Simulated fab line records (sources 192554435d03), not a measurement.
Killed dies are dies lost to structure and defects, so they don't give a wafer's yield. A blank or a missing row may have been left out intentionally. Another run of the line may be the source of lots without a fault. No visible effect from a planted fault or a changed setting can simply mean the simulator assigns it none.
Matching of chambers -- flow n5-finfet -- 4 sister chambers for N5_PASSIVATION_ETCH_54 on rie-diel-06
The step etches SiO2 in CHF3/O2, target depth 880 nm, time 440 s. 8 wafers are shown with their chamber, then 11 later ones without.

WAFERS, EACH WITH ITS CHAMBER
wafer,chamber,rf-vpp-V (V),throttle-valve-pct (%)
L083.5,2,525,19.12
L081.2,2,529,19.11
L084.3,3,503,18.75
L088.6,0,557,18.45
L087.1,3,504,18.77
L087.4,1,515,18.77
L087.5,0,558,18.42
L090.3,1,514,18.75

WAFERS WITH NO CHAMBER GIVEN
wafer,rf-vpp-V (V),throttle-valve-pct (%)
L090.5,517,18.75
L090.6,558,18.45
L091.1,514,18.75
L091.2,557,18.44
L091.6,556,18.43
L093.2,515,18.77
L093.4,502,18.79
L093.5,558,18.43
L094.1,502,18.77
L094.2,527,19.14
L094.4,558,18.46

THE CHAMBER EACH PASSED THROUGH
wafer,from the rows above,in truth
L090.5,1,1
L090.6,0,0
L091.1,1,1
L091.2,0,0
L091.6,0,0
L093.2,1,1
L093.4,3,3
L093.5,0,0
L094.1,3,3
L094.2,2,2
L094.4,0,0
Placed correctly: 11 of 11. Number that these rows cannot place: 0. Wrongly placed: 0.
How it was worked out, from the rows above alone: a wafer's distance from a chamber is the root of the sum, over the readings, of the square of ((its reading less the chamber's mean) divided by the reading's scatter). If the next closest chamber is less than 2 further off than the closest, the wafer can't be placed; otherwise it belongs to the closest. For every chamber, the mean is computed from those of its wafers that are shown. The scatter is the square root of a quotient: the sum, over the shown wafers, of each reading's squared deviation from its chamber's mean, divided by wafers minus chambers.
